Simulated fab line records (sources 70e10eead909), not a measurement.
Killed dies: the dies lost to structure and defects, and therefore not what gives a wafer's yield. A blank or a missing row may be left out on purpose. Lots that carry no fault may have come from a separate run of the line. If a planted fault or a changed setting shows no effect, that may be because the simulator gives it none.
Which tool is to blame? -- flow nand-harc -- 18 wafers from 6 lots sampled at 2 of the route's 1302 steps

## WHAT EACH GAUGE READ, for each wafer
NHARC_P_ZERO_WELL_CD_MEAS_52: the cd target is 2000 nm.
lot,measured,on,cd-nm (nm)
L939,day 2 21:43,cd-sem-02,1997.8 1999.9 1996.5
L943,day 4 13:50,cd-sem-01,1998.7 1998.6 1999.0
L945,day 5 09:40,cd-sem-01,1998.7 1997.5 1999.0
L947,day 6 05:41,cd-sem-03,2000.0 1999.0 1999.0
L951,day 7 21:42,cd-sem-01,1811.6 1811.4 1808.8
L960,day 11 15:30,cd-sem-03,1998.3 1997.5 1997.5

## EACH LOT AND THE TOOL THAT RAN IT (in order: tool; ch and the chambers of the sampled wafers; start)
lot,NHARC_P_ZERO_WELL_EXPOSE_49
L939,"krf-scanner-04 ch 0, day 2 21:34"
L943,"krf-scanner-02 ch 0, day 4 13:41"
L945,"krf-scanner-04 ch 0, day 5 09:31"
L947,"krf-scanner-04 ch 0, day 6 05:32"
L951,"krf-scanner-02 ch 0, day 7 21:33"
L960,"krf-scanner-04 ch 0, day 11 15:21"
- NHARC_P_ZERO_WELL_EXPOSE_49: exposes mask P HVPW, target cd 2000 nm.

## THE ANSWER, worked out from the rows above alone
Rule: what is usual is taken from the lots themselves. The widest of any qualifying gaps counts: lots, ordered by their means at a reading, are off when they make up no more than a third of the lots, leave a main group of 4 or more, and stand apart from it by 3 or more times the standard deviation of that group's means. Not used: any main group whose means are identical at the precision the tables above print for the reading. A lot without any number at a reading at which 4 lots or more have one is off too. Any other lot the step has rows for is counted as sound.
Off: L951, at NHARC_P_ZERO_WELL_CD_MEAS_52 (cd-nm). Main group: mean 1998.5 nm, sd 0.55.
If a tool, at a process step before that reading, ran all the lots that are off and no sound lot after the first of them, it fits. Those tools and the gauges at NHARC_P_ZERO_WELL_CD_MEAS_52 are tried in the same way. 2 tools fit, krf-scanner-02 at NHARC_P_ZERO_WELL_EXPOSE_49 and cd-sem-01 at NHARC_P_ZERO_WELL_CD_MEAS_52, so this cannot tell which one it is.

## WHAT THE SIMULATOR PUT IN
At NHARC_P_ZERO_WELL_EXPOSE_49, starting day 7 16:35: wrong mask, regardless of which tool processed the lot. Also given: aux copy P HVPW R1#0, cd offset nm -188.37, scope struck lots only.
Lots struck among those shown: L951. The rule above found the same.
